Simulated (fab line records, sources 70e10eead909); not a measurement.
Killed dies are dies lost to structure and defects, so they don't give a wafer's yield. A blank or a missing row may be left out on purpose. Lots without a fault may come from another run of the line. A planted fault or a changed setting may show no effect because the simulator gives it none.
fab line records | flow nand_harc
record lots=24 wafers=72 last_day=34
route steps=1302 shown A_STAIRCASE@673
lots that met no fault: from a run of the same line without faults
start_h: hours from the record's first day to the start of the lot's first wafer shown | wait_h: hours since the lot's step before | " the same as in the row above | L1.1+2: a row that stands for several wafers | - no value, or no start given | * or withheld: withheld | < > ~ a bound
route shown NAME@n: a module of which the file shows steps, and the number in the route of the first | usual: mean/standard deviation of fault-free wafers | same: alike in all rows | chamber/n: place in a boat | sites: the reading at each site | _std_site: their standard deviation | _edge_site: outer sites' mean less inner sites' | radius_mm: how far each site lies from the wafer's centre | mask NAME#n: copy n | behind: the tool/chamber that last shaped the wafer | hold: why the lot was held/for how many hours/how that ended | device: the transistor (n, p or np) that didn't switch | end of line: the same wafers' tests at the end of the route | a step without rows: its recipe alone | killed: dies lost to structure and defects at the first sort, not the wafer's yield | map: a wafer's dies, x killed, . not, _ none there
set.NAME: the setting as run; set.NAME@STEP: as run at that earlier step | model.NAME: the simulator's own value behind a step, which no gauge read
steps of the route over a sample of lots; a table a step, a row a wafer
services: from which hour (start_h, from the record's first day; less than 0 if before it) a tool's chamber was out of use, for how many hours, and why
## steps
# step NHARC_A_STAIRCASE_ETCH_17
# recipe target_depth_a=1000 time_s=40.5 ion_energy_ev=400 c4f8_flow_sccm=20 o2_flow_sccm=10 ar_flow_sccm=withheld rf_w=600 bias_w=1000 chemistry=C4F8/O2
# usual bias_w=1000/3 oes_product_au=0.943/0.011 rf_vpp_V=897/6.1
# columns lot.wafer tool chamber start_h wait_h bias_w oes_product_au rf_hours_counter_h rf_vpp_V
L076.2 rie_diel-05 0 - - 1001 0.944 40 901
L076.3 " 1 " " 1002 0.964 41 904
L076.6 " 3 " " 1005 0.941 - 895
L075.4 rie_diel-13 1 - - 999 0.947 1 903
L075.1 " 2 " " 1005 0.959 1 906
L075.3 " 3 " " 998 0.973 1 889
L074.3 rie_diel-05 3 - - 1002 0.936 46 894
L074.2 " 0 " " 997 0.951 44 901
L074.4 " 2 " " 998 0.953 43 899
L078.1 rie_diel-13 1 - - 997 0.950 12 900
L078.4 " 0 " " 1002 0.926 13 890
L078.5 " 1 " " 995 0.949 - 902
L077.2 rie_diel-13 1 - - 1000 0.936 13 901
L077.3 " 2 " " 1004 0.942 12 904
L077.6 " 1 " " 1002 0.947 - 902
L079.1 rie_diel-07 3 - - 997 0.935 35 903
L079.6 " 3 " " 1000 0.933 - 903
L079.4 " 2 " " 999 0.939 - 894
L080.3 rie_diel-07 3 - - 999 0.929 35 903
L080.5 " 3 " " 1001 0.923 - 903
L080.4 " 2 " " 1003 0.945 - 895
L081.2 rie_diel-07 2 - - 1003 0.964 42 893
L081.3 " 1 " " 1003 0.943 35 890
L081.6 " 3 " " 1001 0.923 - 902
L082.1 rie_diel-13 2 - - 1007 0.948 28 905
L082.6 " 3 " " 995 0.947 - 890
L082.5 " 0 " " 999 0.931 - 890
L083.3 rie_diel-05 0 - - 997 0.943 8 901
L083.6 " 0 " " 996 0.941 - 900
L083.4 " 1 " " 998 0.951 - 902
L084.3 rie_diel-05 1 - - 1001 0.950 10 902
L084.4 " 0 " " 995 0.943 12 901
L084.6 " 1 " " 1004 0.945 - 902
L085.3 rie_diel-13 0 - - 1000 0.938 32 891
L085.5 " 0 " " 1001 0.943 - 891
L085.6 " 1 " " 1001 0.936 - 900
L086.2 rie_diel-05 2 - - 999 0.943 17 900
L086.4 " 3 " " 1002 0.911 15 894
L086.6 " 0 " " 995 0.934 - 900
L088.2 rie_diel-13 1 - - 1001 0.937 44 901
L088.3 " 2 " " 1000 0.957 42 905
L088.5 " 0 " " 1007 0.940 - 888
L089.2 rie_diel-13 1 - - 1005 0.938 44 901
L089.3 " 2 " " 1002 0.956 43 905
L089.4 " 0 " " 999 0.942 44 888
L087.2 rie_diel-05 0 - - 1001 0.935 25 899
L087.5 " 1 " " 1002 0.948 - 902
L087.6 " 2 " " 1003 0.966 - 900
L091.2 rie_diel-05 1 - - 995 0.949 31 901
L091.4 " 3 " " 1003 0.957 28 893
L091.5 " 1 " " 999 0.949 - 902
L090.2 rie_diel-07 3 - - 1002 0.922 7 902
L090.1 " 0 " " 1003 0.930 7 905
L090.3 " 1 " " 1000 0.920 5 888
L093.2 rie_diel-07 3 - - 999 0.933 19 901
L093.1 " 1 " " 994 0.933 17 888
L093.4 " 0 " " 1003 0.947 - 905
L092.2 rie_diel-07 3 - - 998 0.934 19 902
L092.5 " 3 " " 996 0.927 - 901
L092.4 " 0 " " 996 0.930 - 906
L094.2 rie_diel-13 2 - - 1002 0.965 6 903
L094.1 " 3 " " 1000 0.947 7 890
L094.4 " 0 " " 1001 0.944 7 889
L096.2 rie_diel-05 0 - - 998 0.950 49 898
L096.4 " 1 " " 1003 0.946 50 900
L096.6 " 3 " " 993 0.950 - 894
L095.2 rie_diel-05 0 - - 999 0.954 51 898
L095.4 " 1 " " 1002 0.961 52 902
L095.5 " 2 " " 1004 0.955 - 898
L097.4 rie_diel-13 3 - - 1003 0.932 19 890
L097.2 " 2 " " 1003 0.936 17 905
L097.6 " 3 " " 1000 0.929 - 889
# step NHARC_A_STAIRCASE_TRIM_18
# recipe time_s=211.2 o2_flow_sccm=500 ar_flow_sccm=0 bias_w=0 chemistry=O2
# usual drypump_motor_current_A=6.0/0.39 oes_product_au=1.001/0.0074 rf_vpp_V=57.9/0.93 showerhead_plenum_p_Torr=3.56/0.17 throttle_valve_pct=17.037/0.0088
# same bias_w=0
# columns lot.wafer tool chamber start_h wait_h drypump_motor_current_A oes_product_au rf_hours_counter_h rf_vpp_V showerhead_plenum_p_Torr throttle_valve_pct
L076.3 rie_diel-05 2 - - 5.3 1.010 41 57.3 3.65 17.032
L076.2 " 1 " " 5.5 1.010 41 58.2 3.72 17.027
L076.6 " 2 " " 5.3 1.013 - 57.7 3.65 17.044
L075.3 rie_diel-13 3 - - 6.1 0.989 1 57.1 3.36 17.045
L075.4 " 0 " " 6.5 0.999 1 57.8 3.37 17.030
L075.1 " 2 " " 6.2 0.991 1 56.8 3.81 17.030
L074.4 rie_diel-05 2 - - 5.3 1.003 44 56.7 3.65 17.049
L074.3 " 3 " " 5.5 0.999 47 56.4 3.48 17.038
L074.2 " 0 " " 6.2 1.001 44 58.1 3.66 17.038
L078.1 rie_diel-13 0 - - 6.5 0.998 13 57.0 3.36 17.055
L078.4 " 3 " " 6.1 1.005 12 57.2 3.35 17.031
L078.5 " 0 " " 6.5 0.994 - 58.1 3.37 17.039
L077.2 rie_diel-13 0 - - 6.5 0.995 14 57.9 3.36 17.026
L077.3 " 2 " " 6.3 1.002 12 57.4 3.80 17.033
L077.6 " 0 " " 6.5 0.998 - 58.3 3.36 17.023
L079.1 rie_diel-07 2 - - 5.9 1.009 33 56.9 3.48 17.033
L079.4 " 3 " " 6.1 0.989 - 58.0 3.72 17.029
L079.6 " 0 " " 6.1 1.008 - 57.5 3.27 17.046
L080.3 rie_diel-07 2 - - 5.9 1.003 33 57.1 3.48 17.026
L080.5 " 2 " " 5.9 1.004 - 58.5 3.48 17.038
L080.4 " 0 " " 6.1 0.998 - 56.9 3.27 17.026
L081.3 rie_diel-07 1 - - 5.7 1.010 36 56.6 3.33 17.047
L081.2 " 2 " " 5.9 1.016 42 57.2 3.48 17.039
L081.6 " 3 " " 6.2 0.997 - 59.3 3.72 17.032
L082.1 rie_diel-13 0 - - 6.4 1.005 28 57.2 3.36 17.037
L082.5 " 0 " " 6.5 0.998 - 58.1 3.36 17.049
L082.6 " 1 " " 6.4 1.003 - 59.7 3.66 17.028
L083.3 rie_diel-05 0 - - 6.2 1.008 8 58.8 3.65 17.042
L083.4 " 0 " " 6.2 1.003 - 58.0 3.65 17.034
L083.6 " 1 " " 5.5 1.013 - 57.6 3.71 17.044
L084.4 rie_diel-05 1 - - 5.5 1.005 10 57.2 3.71 17.037
L084.3 " 2 " " 5.3 1.004 12 57.9 3.63 17.050
L084.6 " 0 " " 6.2 1.000 - 58.4 3.65 17.045
L085.3 rie_diel-13 3 - - 6.0 1.003 31 59.6 3.34 17.017
L085.5 " 0 " " 6.5 0.992 - 58.8 3.36 17.044
L085.6 " 1 " " 6.4 0.994 - 56.1 3.66 17.038
L086.4 rie_diel-05 0 - - 6.2 0.995 16 57.6 3.65 17.034
L086.2 " 2 " " 5.4 1.008 17 59.6 3.63 17.022
L086.6 " 1 " " 5.5 0.995 - 60.2 3.70 17.031
L088.3 rie_diel-13 1 - - 6.4 1.007 44 57.4 3.65 17.034
L088.2 " 3 " " 6.1 1.005 42 57.1 3.33 17.036
L088.5 " 1 " " 6.4 1.009 - 57.9 3.65 17.035
L089.4 rie_diel-13 3 - - 6.1 1.002 43 58.0 3.33 17.044
L089.2 " 0 " " 6.5 0.996 44 56.8 3.35 17.035
L089.3 " 1 " " 6.4 0.997 44 59.3 3.65 17.027
L087.2 rie_diel-05 0 - - 6.2 1.003 25 57.3 3.64 17.034
L087.6 " 3 " " 5.5 0.991 - 58.1 3.46 17.044
L087.5 " 0 " " 6.2 1.007 - 57.3 3.64 17.056
L091.4 rie_diel-05 2 - - 5.3 1.005 33 58.2 3.62 17.033
L091.2 " 3 " " 5.5 0.987 28 56.9 3.46 17.038
L091.5 " 2 " " 5.3 0.999 - 59.1 3.62 17.036
L090.1 rie_diel-07 0 - - 6.1 1.005 8 58.6 3.80 17.037
L090.3 " 1 " " 5.7 0.989 5 57.8 3.32 17.028
L090.2 " 3 " " 6.1 0.999 8 58.5 3.71 17.043
L093.1 rie_diel-07 3 - - 6.1 0.990 19 58.3 3.70 17.049
L093.2 " 0 " " 6.1 0.998 19 60.0 3.80 17.037
L093.4 " 0 " " 6.1 1.002 - 59.3 3.80 17.038
L092.2 rie_diel-07 1 - - 5.7 1.000 17 57.5 3.31 17.028
L092.5 " 1 " " 5.7 1.002 - 57.5 3.31 17.038
L092.4 " 0 " " 6.1 1.010 - 57.7 3.80 17.032
L094.2 rie_diel-13 1 - - 6.4 1.004 6 59.1 3.64 17.034
L094.4 " 2 " " 6.3 1.007 6 58.4 3.77 17.049
L094.1 " 3 " " 6.1 1.000 8 56.9 3.32 17.019
L096.2 rie_diel-05 2 - - 5.3 1.011 52 57.7 3.61 17.036
L096.4 " 1 " " 5.5 1.002 50 56.9 3.68 17.033
L096.6 " 3 " " 5.5 1.001 - 58.5 3.45 17.036
L095.2 rie_diel-05 1 - - 5.5 1.002 52 59.2 3.68 17.035
L095.4 " 3 " " 5.5 0.992 51 56.8 3.45 17.043
L095.5 " 1 " " 5.5 1.006 - 57.6 3.68 17.024
L097.2 rie_diel-13 2 - - 6.2 1.004 17 58.7 3.77 17.036
L097.4 " 0 " " 6.5 1.004 20 55.4 3.33 17.036
L097.6 " 2 " " 6.3 1.015 - 58.2 3.77 17.047
# step NHARC_A_STAIRCASE_ETCH_19
# recipe target_depth_a=1000 time_s=40.5 ion_energy_ev=400 c4f8_flow_sccm=20 o2_flow_sccm=10 ar_flow_sccm=withheld rf_w=600 bias_w=1000 chemistry=C4F8/O2
# usual bias_w=1000.1/2.9 oes_product_au=0.944/0.0096 rf_vpp_V=897/6.2
# columns lot.wafer tool chamber start_h wait_h bias_w oes_product_au rf_hours_counter_h rf_vpp_V
L076.2 rie_diel-05 0 - - 997.8 0.948 40 900
L076.3 " 3 " " 1003.7 0.945 42 893
L076.6 " 0 " " 999.7 0.946 - 900
L075.1 rie_diel-13 1 - - 1001.7 0.943 2 901
L075.3 " 2 " " 997.4 0.951 1 906
L075.4 " 3 " " 1002.6 0.949 1 889
L074.2 rie_diel-05 2 - - 1001.9 0.941 44 900
L074.4 " 3 " " 993.5 0.946 47 892
L074.3 " 0 " " 1005.2 0.951 44 901
L078.1 rie_diel-13 0 - - 992.9 0.942 13 890
L078.4 " 2 " " 996.0 0.957 11 906
L078.5 " 1 " " 1000.8 0.955 - 900
L077.2 rie_diel-13 3 - - 999.4 0.949 13 889
L077.3 " 1 " " 999.5 0.950 13 899
L077.6 " 3 " " 1002.6 0.957 - 890
L079.1 rie_diel-07 3 - - 1004.1 0.920 35 904
L079.4 " 3 " " 1004.1 0.931 - 902
L079.6 " 0 " " 997.7 0.929 - 886
L080.3 rie_diel-07 2 - - 999.7 0.949 34 893
L080.4 " 3 " " 999.0 0.930 - 904
L080.5 " 0 " " 997.7 0.940 - 887
L081.3 rie_diel-07 0 - - 998.3 0.928 48 886
L081.2 " 1 " " 997.5 0.935 36 889
L081.6 " 1 " " 998.5 0.943 - 889
L082.1 rie_diel-13 3 - - 998.0 0.961 29 888
L082.6 " 3 " " 997.5 0.961 - 889
L082.5 " 0 " " 999.5 0.933 - 889
L083.3 rie_diel-05 0 - - 996.7 0.948 8 900
L083.6 " 2 " " 1002.0 0.939 - 900
L083.4 " 0 " " 1001.5 0.951 - 900
L084.3 rie_diel-05 1 - - 1006.9 0.941 10 902
L084.4 " 3 " " 1003.0 0.932 12 893
L084.6 " 2 " " 1004.7 0.943 - 899
L085.3 rie_diel-13 3 - - 999.9 0.949 31 889
L085.5 " 1 " " 998.9 0.939 - 901
L085.6 " 2 " " 1000.3 0.948 - 905
L086.4 rie_diel-05 1 - - 1000.9 0.948 15 903
L086.2 " 3 " " 997.1 0.936 16 893
L086.6 " 1 " " 1002.8 0.957 - 903
L088.3 rie_diel-13 1 - - 1003.3 0.943 44 900
L088.2 " 2 " " 996.2 0.943 43 905
L088.5 " 0 " " 993.0 0.944 - 889
L089.4 rie_diel-13 1 - - 1001.9 0.945 44 899
L089.2 " 2 " " 997.5 0.932 43 904
L089.3 " 0 " " 997.7 0.944 44 889
L087.2 rie_diel-05 3 - - 997.3 0.938 24 894
L087.5 " 1 " " 1000.9 0.962 - 902
L087.6 " 2 " " 1001.4 0.962 - 899
L091.4 rie_diel-05 3 - - 1000.1 0.932 28 893
L091.2 " 2 " " 1000.8 0.957 33 901
L091.5 " 0 " " 997.8 0.946 - 899
L090.2 rie_diel-07 1 - - 1005.3 0.930 6 888
L090.1 " 3 " " 999.9 0.942 8 903
L090.3 " 0 " " 1000.1 0.945 8 905
L093.1 rie_diel-07 0 - - 1002.1 0.942 19 906
L093.2 " 1 " " 1001.3 0.929 17 887
L093.4 " 1 " " 1000.7 0.926 - 887
L092.2 rie_diel-07 3 - - 1008.7 0.938 20 901
L092.4 " 0 " " 999.7 0.936 - 906
L092.5 " 1 " " 1003.8 0.942 - 889
L094.4 rie_diel-13 1 - - 1002.3 0.944 7 900
L094.2 " 2 " " 1001.1 0.958 7 905
L094.1 " 3 " " 1000.4 0.947 8 890
L096.2 rie_diel-05 1 - - 1001.0 0.948 50 901
L096.4 " 2 " " 999.9 0.951 53 900
L096.6 " 1 " " 1003.5 0.948 - 901
L095.2 rie_diel-05 1 - - 1001.0 0.945 52 902
L095.4 " 3 " " 995.8 0.954 51 892
L095.5 " 1 " " 997.5 0.956 - 901
L097.2 rie_diel-13 1 - - 1001.1 0.938 19 900
L097.4 " 2 " " 1003.1 0.932 18 905
L097.6 " 3 " " 1000.7 0.934 - 889
# step NHARC_A_STAIRCASE_ETCH_194
# recipe target_depth_a=1000 time_s=40.5 ion_energy_ev=400 c4f8_flow_sccm=20 o2_flow_sccm=10 ar_flow_sccm=withheld rf_w=600 bias_w=1000 chemistry=C4F8/O2
# usual bias_w=999.9/2.7 oes_product_au=0.943/0.01 rf_vpp_V=897/6.5
# columns lot.wafer tool chamber start_h wait_h bias_w oes_product_au rf_hours_counter_h rf_vpp_V
L075.4 rie_diel-07 3 - - 998.6 0.948 18 901
L075.1 " 0 " " 997.7 0.944 23 886
L075.3 " 1 " " 999.1 0.929 22 889
L076.3 rie_diel-13 1 - - 998.9 0.953 3 901
L076.2 " 2 " " 1002.1 0.944 2 907
L076.6 " 1 " " 997.9 0.939 - 901
L074.4 rie_diel-07 1 - - 1002.2 0.930 24 888
L074.3 " 2 " " 1004.2 0.943 22 895
L074.2 " 3 " " 999.2 0.933 20 902
L078.1 rie_diel-07 2 - - 998.2 0.952 29 894
L078.4 " 0 " " 1000.1 0.946 36 887
L078.5 " 3 " " 1001.2 0.938 - 903
L077.2 rie_diel-13 0 - - 991.4 0.935 15 891
L077.3 " 2 " " 999.7 0.941 13 903
L077.6 " 1 " " 999.3 0.936 - 901
L079.1 rie_diel-07 3 - - 1000.5 0.922 37 902
L079.6 " 0 " " 1001.2 0.937 - 885
L079.4 " 2 " " 1000.1 0.941 - 895
L080.3 rie_diel-13 3 - - 1003.3 0.942 21 890
L080.4 " 1 " " 998.5 0.949 19 900
L080.5 " 0 " " 999.8 0.933 - 889
L081.3 rie_diel-13 3 - - 998.3 0.928 26 890
L081.2 " 1 " " 999.4 0.932 25 901
L081.6 " 3 " " 1000.4 0.945 - 888
L082.1 rie_diel-05 2 - - 995.8 0.955 8 899
L082.6 " 0 " " 1000.1 0.943 - 900
L082.5 " 1 " " 1000.5 0.957 - 903
L083.4 rie_diel-13 3 - - 998.8 0.948 29 888
L083.3 " 1 " " 998.7 0.938 29 902
L083.6 " 3 " " 1000.9 0.951 - 887
L084.4 rie_diel-05 0 - - 997.0 0.951 14 899
L084.3 " 3 " " 1000.0 0.949 13 893
L084.6 " 1 " " 1003.2 0.952 - 902
L085.3 rie_diel-07 2 - - 996.3 0.962 56 894
L085.6 " 3 " " 995.4 0.933 - 901
L085.5 " 0 " " 995.9 0.954 - 885
L086.4 rie_diel-05 3 - - 997.6 0.949 20 894
L086.2 " 0 " " 998.4 0.956 20 900
L086.6 " 3 " " 998.5 0.942 - 895
L088.2 rie_diel-07 2 - - 1002.2 0.957 3 894
L088.3 " 1 " " 1001.1 0.955 2 890
L088.5 " 2 " " 1001.8 0.953 - 893
L089.3 rie_diel-13 2 - - 996.6 0.934 44 905
L089.4 " 0 " " 999.7 0.943 45 890
L089.2 " 1 " " 1003.0 0.950 45 900
L087.2 rie_diel-05 2 - - 997.8 0.936 30 899
L087.6 " 0 " " 1003.6 0.938 - 900
L087.5 " 1 " " 999.2 0.946 - 902
L091.2 rie_diel-05 1 - - 999.1 0.946 32 903
L091.4 " 2 " " 1001.4 0.927 34 897
L091.5 " 0 " " 998.9 0.947 - 898
L090.3 rie_diel-07 0 - - 994.3 0.929 12 906
L090.1 " 1 " " 1001.4 0.931 9 888
L090.2 " 3 " " 1001.2 0.921 12 905
L093.1 rie_diel-05 1 - - 1004.7 0.951 42 901
L093.4 " 3 " " 998.8 0.955 39 893
L093.2 " 0 " " 1002.0 0.945 40 901
L092.2 rie_diel-07 1 - - 997.1 0.939 18 888
L092.4 " 3 " " 1000.0 0.935 - 901
L092.5 " 1 " " 1000.6 0.943 - 888
L094.1 rie_diel-13 2 - - 997.6 0.933 9 905
L094.2 " 3 " " 1002.1 0.949 12 888
L094.4 " 0 " " 1001.4 0.952 12 889
L096.2 rie_diel-05 2 - - 998.2 0.964 53 899
L096.4 " 1 " " 1002.3 0.945 51 902
L096.6 " 3 " " 998.4 0.946 - 893
L095.4 rie_diel-13 1 - - 1001.2 0.963 14 900
L095.2 " 2 " " 1001.6 0.935 13 903
L095.5 " 0 " " 1004.9 0.951 - 889
L097.2 rie_diel-07 2 - - 998.6 0.948 16 894
L097.4 " 1 " " 1004.4 0.948 42 888
L097.6 " 3 " " 998.2 0.935 - 903
# step NHARC_A_STAIRCASE_TRIM_202
# recipe time_s=211.2 o2_flow_sccm=500 ar_flow_sccm=0 bias_w=0 chemistry=O2
# usual drypump_motor_current_A=6.0/0.38 oes_product_au=1.002/0.0079 rf_vpp_V=57.9/0.94 showerhead_plenum_p_Torr=3.55/0.17 throttle_valve_pct=17.035/0.0087
# same bias_w=0
# columns lot.wafer tool chamber start_h wait_h drypump_motor_current_A oes_product_au rf_hours_counter_h rf_vpp_V showerhead_plenum_p_Torr throttle_valve_pct
L076.2 rie_diel-13 1 - - 6.4 0.994 3 57.7 3.67 17.026
L076.3 " 2 " " 6.3 1.001 2 58.6 3.81 17.032
L076.6 " 3 " " 6.1 1.004 - 57.8 3.35 17.039
L075.4 rie_diel-07 1 - - 5.7 0.996 22 58.2 3.34 17.038
L075.3 " 2 " " 5.9 1.009 21 58.1 3.49 17.048
L075.1 " 3 " " 6.2 0.980 19 58.4 3.73 17.034
L074.2 rie_diel-05 1 - - 5.5 1.007 45 58.8 3.72 17.034
L074.3 " 3 " " 5.5 0.997 48 56.2 3.48 17.026
L074.4 " 0 " " 6.2 0.990 46 58.7 3.66 17.033
L078.4 rie_diel-13 0 - - 6.4 0.997 14 57.8 3.36 17.025
L078.1 " 2 " " 6.3 0.996 13 58.8 3.80 17.057
L078.5 " 1 " " 6.4 0.997 - 57.9 3.67 17.036
L077.2 rie_diel-13 3 - - 6.1 1.015 18 56.3 3.35 17.035
L077.3 " 2 " " 6.3 0.999 18 58.3 3.80 17.038
L077.6 " 3 " " 6.1 1.001 - 56.9 3.34 17.030
L080.4 rie_diel-13 0 - - 6.5 0.996 20 57.6 3.36 17.025
L080.3 " 2 " " 6.3 1.002 20 59.5 3.80 17.028
L080.5 " 0 " " 6.5 0.999 - 56.5 3.36 17.028
L079.1 rie_diel-07 3 - - 6.1 0.993 39 57.5 3.72 17.045
L079.4 " 3 " " 6.1 0.992 - 57.5 3.72 17.040
L079.6 " 0 " " 6.1 1.013 - 56.8 3.27 17.026
L081.2 rie_diel-13 1 - - 6.4 1.001 25 59.4 3.66 17.035
L081.3 " 3 " " 6.1 1.001 26 57.0 3.34 17.037
L081.6 " 1 " " 6.4 1.009 - 58.4 3.66 17.038
L082.1 rie_diel-07 1 - - 5.7 0.996 43 56.9 3.33 17.035
L082.5 " 0 " " 6.1 0.995 - 58.0 3.26 17.040
L082.6 " 1 " " 5.7 0.985 - 56.9 3.33 17.042
L083.3 rie_diel-05 0 - - 6.2 0.991 9 57.1 3.65 17.025
L083.4 " 0 " " 6.2 1.010 - 58.9 3.65 17.027
L083.6 " 3 " " 5.5 1.001 - 58.0 3.47 17.041
L084.3 rie_diel-13 3 - - 6.1 0.993 33 58.7 3.34 17.030
L084.4 " 0 " " 6.5 1.002 33 58.6 3.35 17.024
L084.6 " 2 " " 6.3 0.990 - 57.2 3.79 17.034
L085.3 rie_diel-07 2 - - 6.0 1.007 56 56.6 3.47 17.045
L085.6 " 3 " " 6.1 0.991 - 58.2 3.71 17.035
L085.5 " 0 " " 6.1 1.005 - 57.4 3.26 17.033
L086.2 rie_diel-05 1 - - 5.5 1.009 21 58.4 3.70 17.023
L086.4 " 3 " " 5.5 0.997 20 56.2 3.46 17.031
L086.6 " 1 " " 5.5 1.014 - 59.3 3.70 17.054
L088.3 rie_diel-13 1 - - 6.4 0.999 45 59.7 3.65 17.046
L088.2 " 2 " " 6.3 1.001 43 58.6 3.78 17.036
L088.5 " 2 " " 6.3 0.996 - 59.1 3.78 17.021
L089.2 rie_diel-05 1 - - 5.5 1.004 29 58.6 3.70 17.024
L089.3 " 2 " " 5.3 1.018 31 59.7 3.62 17.034
L089.4 " 3 " " 5.5 0.996 26 58.8 3.46 17.039
L087.2 rie_diel-07 0 - - 6.1 0.999 5 57.9 3.80 17.020
L087.6 " 2 " " 6.0 1.005 - 57.0 3.47 17.036
L087.5 " 3 " " 6.2 0.998 - 58.4 3.71 17.013
L091.2 rie_diel-05 1 - - 5.5 1.019 32 57.4 3.69 17.029
L091.4 " 2 " " 5.3 1.008 34 57.7 3.62 17.041
L091.5 " 0 " " 6.2 1.003 - 59.4 3.64 17.042
L090.2 rie_diel-07 1 - - 5.7 0.995 10 57.2 3.32 17.018
L090.3 " 3 " " 6.2 0.988 13 56.7 3.70 17.030
L090.1 " 0 " " 6.0 0.998 12 57.7 3.80 17.040
L093.2 rie_diel-05 2 - - 5.3 1.005 44 58.4 3.62 17.034
L093.4 " 3 " " 5.5 1.002 39 57.9 3.45 17.026
L093.1 " 0 " " 6.2 1.013 40 56.7 3.63 17.034
L092.2 rie_diel-07 1 - - 5.7 0.992 19 56.1 3.31 17.038
L092.4 " 3 " " 6.2 0.991 - 58.5 3.70 17.037
L092.5 " 1 " " 5.7 0.986 - 57.4 3.31 17.039
L094.1 rie_diel-05 0 - - 6.2 1.012 48 59.2 3.63 17.035
L094.4 " 1 " " 5.5 1.017 49 57.9 3.68 17.030
L094.2 " 2 " " 5.3 1.011 52 58.5 3.61 17.032
L096.2 rie_diel-05 2 - - 5.3 1.011 54 56.4 3.61 17.050
L096.4 " 1 " " 5.5 0.998 52 57.7 3.68 17.033
L096.6 " 3 " " 5.5 1.001 - 58.1 3.45 17.049
L095.4 rie_diel-13 2 - - 6.3 1.010 14 57.5 3.77 17.042
L095.2 " 3 " " 6.1 0.991 16 57.4 3.32 17.042
L095.5 " 2 " " 6.3 0.994 - 57.9 3.77 17.034
L097.4 rie_diel-13 1 - - 6.4 1.002 21 59.0 3.63 17.022
L097.2 " 2 " " 6.3 0.998 19 59.3 3.76 17.042
L097.6 " 1 " " 6.4 1.006 - 58.0 3.63 17.014
# step NHARC_A_STAIRCASE_ETCH_221
# recipe target_depth_a=1000 time_s=40.5 ion_energy_ev=400 c4f8_flow_sccm=20 o2_flow_sccm=10 ar_flow_sccm=withheld rf_w=600 bias_w=1000 chemistry=C4F8/O2
# usual bias_w=1000/3.4 oes_product_au=0.949/0.012 rf_vpp_V=897/6.2
# columns lot.wafer tool chamber start_h wait_h bias_w oes_product_au rf_hours_counter_h rf_vpp_V
L076.3 rie_diel-07 0 - - 1001 0.966 24 886
L076.2 " 1 " " 992 0.951 23 888
L076.6 " 3 " " 999 0.955 - 904
L075.1 rie_diel-05 2 - - 996 0.955 44 899
L075.4 " 3 " " 1003 0.943 47 894
L075.3 " 1 " " 1005 0.969 44 902
L074.4 rie_diel-05 0 - - 1000 0.927 46 902
L074.3 " 2 " " 1004 0.945 45 901
L074.2 " 3 " " 1001 0.930 48 894
L078.1 rie_diel-05 2 - - 998 0.954 50 899
L078.4 " 1 " " 997 0.949 - 902
L078.5 " 2 " " 999 0.941 - 901
L077.3 rie_diel-13 3 - - 1000 0.946 19 889
L077.2 " 2 " " 1000 0.944 18 907
L077.6 " 3 " " 995 0.933 - 889
L080.4 rie_diel-13 1 - - 999 0.938 20 901
L080.3 " 3 " " 997 0.945 22 890
L080.5 " 0 " " 1001 0.937 - 890
L079.4 rie_diel-13 3 - - 1000 0.937 23 888
L079.1 " 0 " " 999 0.928 22 890
L079.6 " 2 " " 1000 0.925 - 906
L081.2 rie_diel-13 3 - - 999 0.966 26 889
L081.3 " 2 " " 995 0.936 26 906
L081.6 " 0 " " 992 0.964 - 892
L082.1 rie_diel-05 3 - - 1002 0.945 8 894
L082.5 " 3 " " 1000 0.948 - 894
L082.6 " 2 " " 1000 0.947 - 900
L083.4 rie_diel-07 2 - - 997 0.970 52 894
L083.3 " 3 " " 1000 0.950 51 902
L083.6 " 0 " " 1004 0.951 - 885
L084.4 rie_diel-13 2 - - 1004 0.953 33 905
L084.3 " 0 " " 996 0.945 34 889
L084.6 " 2 " " 1002 0.948 - 905
L085.3 rie_diel-05 1 - - 999 0.952 13 902
L085.5 " 0 " " 1000 0.954 - 900
L085.6 " 1 " " 1000 0.953 - 902
L086.4 rie_diel-07 0 - - 1000 0.954 1 906
L086.2 " 1 " " 998 0.943 1 889
L086.6 " 2 " " 996 0.965 - 894
L088.3 rie_diel-05 0 - - 999 0.949 25 900
L088.2 " 1 " " 998 0.969 28 902
L088.5 " 1 " " 999 0.983 - 902
L089.4 rie_diel-05 1 - - 1001 0.947 29 903
L089.2 " 2 " " 999 0.943 31 899
L089.3 " 0 " " 1001 0.930 27 900
L087.2 rie_diel-05 3 - - 995 0.951 26 893
L087.5 " 2 " " 1001 0.954 - 899
L087.6 " 3 " " 997 0.943 - 894
L091.2 rie_diel-13 3 - - 999 0.971 52 890
L091.4 " 0 " " 1003 0.955 51 891
L091.5 " 3 " " 999 0.953 - 888
L090.2 rie_diel-13 1 - - 997 0.945 52 900
L090.1 " 3 " " 1003 0.953 53 889
L090.3 " 0 " " 1002 0.962 52 889
L092.2 rie_diel-13 3 - - 1001 0.932 2 889
L092.4 " 2 " " 1001 0.926 2 903
L092.5 " 0 " " 1002 0.946 - 887
L093.2 rie_diel-07 0 - - 1000 0.929 25 905
L093.1 " 1 " " 1000 0.927 23 888
L093.4 " 0 " " 1003 0.936 - 904
L094.1 rie_diel-13 0 - - 999 0.968 13 888
L094.4 " 1 " " 1011 0.958 10 899
L094.2 " 2 " " 998 0.932 10 904
L096.4 rie_diel-07 2 - - 1004 0.960 8 894
L096.2 " 3 " " 992 0.966 39 901
L096.6 " 0 " " 994 0.937 - 906
L095.4 rie_diel-07 3 - - 1001 0.955 44 902
L095.2 " 1 " " 1000 0.943 39 887
L095.5 " 3 " " 995 0.954 - 901
L097.2 rie_diel-05 0 - - 1007 0.951 2 899
L097.4 " 1 " " 999 0.949 2 901
L097.6 " 3 " " 995 0.968 - 894
## services
# columns tool chamber start_h hours kind
rie_diel-13 - 343.19 9.0 pm
rie_diel-13 0 343.19 9.0 vent_cycle
rie_diel-13 1 343.19 9.0 vent_cycle
rie_diel-13 2 343.19 9.0 vent_cycle
rie_diel-13 3 343.19 9.0 vent_cycle
rie_diel-13 0 352.19 - clean
rie_diel-13 1 352.19 - clean
rie_diel-13 1 352.19 - consumable_replace:focus_ring
rie_diel-13 2 352.19 - clean
rie_diel-13 2 352.19 - consumable_replace:showerhead
rie_diel-13 3 352.19 - clean
rie_diel-13 0 376.69 - clean
rie_diel-13 1 376.69 - clean
rie_diel-05 3 399.97 5.3 repair
rie_diel-07 1 400.98 15.2 repair
rie_diel-05 - 407.97 9.0 pm
rie_diel-05 3 438.00 8.6 repair
rie_diel-05 1 447.27 2.6 repair
rie_diel-07 - 471.39 9.0 pm
rie_diel-07 1 497.00 2.0 repair
rie_diel-07 2 505.24 65.9 repair
rie_diel-13 - 521.21 9.0 pm
rie_diel-05 - 584.97 9.0 pm
rie_diel-13 - 597.85 0.8 repair
## key
fault none
